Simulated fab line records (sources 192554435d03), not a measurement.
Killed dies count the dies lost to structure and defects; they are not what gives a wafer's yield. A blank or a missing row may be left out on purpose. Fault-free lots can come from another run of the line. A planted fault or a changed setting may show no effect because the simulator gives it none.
A lot that was struck, set against a sound lot	flow n5 finfet	16 steps out of a route of 1938
Sound: wafers L871.1, L871.3, L871.4. Struck: wafers L878.3, L878.4. (L878.6 of the same lot was not struck and is left out.) The cause comes at the end.
For every step that has rows: the tool of each side, followed by ch and its chambers, followed by its first start. Under that, the readings that differ: sound wafers	struck wafers	difference of the means	sigmas: that difference in standard deviations of wafers without a fault.
alike: readings with means less than 2 such deviations apart, plus words and numbers identical on both sides. not compared: withheld readings, readings lacking a value on some wafer, bounds such as >300 that could conceal the same value, and numbers that have no deviation in the record and whose values overlap.
A row with sigmas, a row that says differs or no value, or rows on one side alone: a step with any of these is where the two part. When numbers do not overlap yet have no deviation, they are printed without sigmas and do not part them. Lack of a reading on every wafer of one side parts them only where that side has two or more wafers.

first, 8 steps without rows for these wafers: N5_SDB_COAT_03 (time 60 s, resist thk 100 nm); N5_SDB_COAT_04 (time 60 s, resist thk 18 nm); N5_SDB_COAT_05 (resist thk 90 nm); N5_SDB_EBR_07; N5_SDB_SOFTBAKE_06 (time 60 s); N5_SDB_EXPOSE_08 (exposes mask SDB); N5_SDB_PEB_09 (peb time 60 s); N5_SDB_DEVELOP_10 (develop time 30 s).
N5_SDB_CD_MEAS_11 targets a cd of 50 nm.
  sound on cd sem-02 ch 0, day 4 03:47; struck on cd sem-02 ch 0, day 6 03:36
  alike: cd nm
N5_SDB_OVL_MEAS_12:
  sound on overlay-01 ch 0, day 4 03:49; struck on overlay-02 ch 0, day 6 03:38
  alike: SDB_OVL
N5_SDB_INSPECT_13: inspects for defects (brightfield).
  sound on defect inspect-01, day 4 03:51; struck on defect inspect-01, day 6 03:40
  alike: raw defect count
N5_SDB_DESCUM_16: chemistry O2, time 7.9 s.
  sound on rie diel-04 ch 0,2,3, day 4 03:53; struck on rie diel-05 ch 2,3, day 6 03:42
reading	sound	struck	difference	sigmas
oes product au (a.u.)	0.83 0.69 0.72	0.90 0.96	+0.18	+2
  alike: drypump motor current A, rf vpp V, showerhead plenum p Torr, throttle valve pct
  not compared: rf hours counter h
N5_SDB_ETCH_17: etches SiARC in CF4, target depth 23.4 nm, time 39 s.
  sound on rie diel-04 ch 0,2,3, day 4 03:55; struck on rie diel-05 ch 2,3, day 6 03:44
reading	sound	struck	difference	sigmas
etch rf on time s (s)	39.2 38.5 36.7	54.2 51.7	+14.8	+13
  alike: drypump motor current A, oes product au, rf vpp V, showerhead plenum p Torr, throttle valve pct
  not compared: rf hours counter h
N5_SDB_ETCH_18: etches SOC in N2/H2, target depth 100 nm, overetch 20 nm, time 150 s.
  sound on rie diel-04 ch 0,2,3, day 4 03:57; struck on rie diel-05 ch 2,3, day 6 03:46
reading	sound	struck	difference	sigmas
oes product au (a.u.)	0.74 0.63 0.65	0.80 0.86	+0.16	+2
  alike: drypump motor current A, rf vpp V, showerhead plenum p Torr, throttle valve pct
  not compared: rf hours counter h
-- the record jumps here: 8 days lie between the struck wafers' starts before and after (it left off in module SDB and takes up again in module BEOL_M4, whose first step shown is number 1111 of the route) --
N5_BEOL_M4_RC_MEAS_101:
  sound on prober-02 ch 0, day 12 00:55; struck on prober-01 ch 0, day 13 22:16
  alike: DIBL_N, DIBL_P, IOFF_N, IOFF_P, ION_N, ION_P, SS_N, SS_P, VT_N, VT_P
-- here the record skips 4 days between the struck wafers' starts before and after, leaving off in module BEOL_M4 and picking up in module PASSIVATION (first step shown: number 1936 of the route) --
N5_PASSIVATION_PROBE_49:
  rows exist in the record for the struck wafers here (prober-02, day 18 00:14), but not for the sound ones

== WHERE THEY PART ==
Last at N5_PASSIVATION_PROBE_49 as far as this record goes, first at N5_SDB_DESCUM_16.

WHY: whatever the simulator had introduced
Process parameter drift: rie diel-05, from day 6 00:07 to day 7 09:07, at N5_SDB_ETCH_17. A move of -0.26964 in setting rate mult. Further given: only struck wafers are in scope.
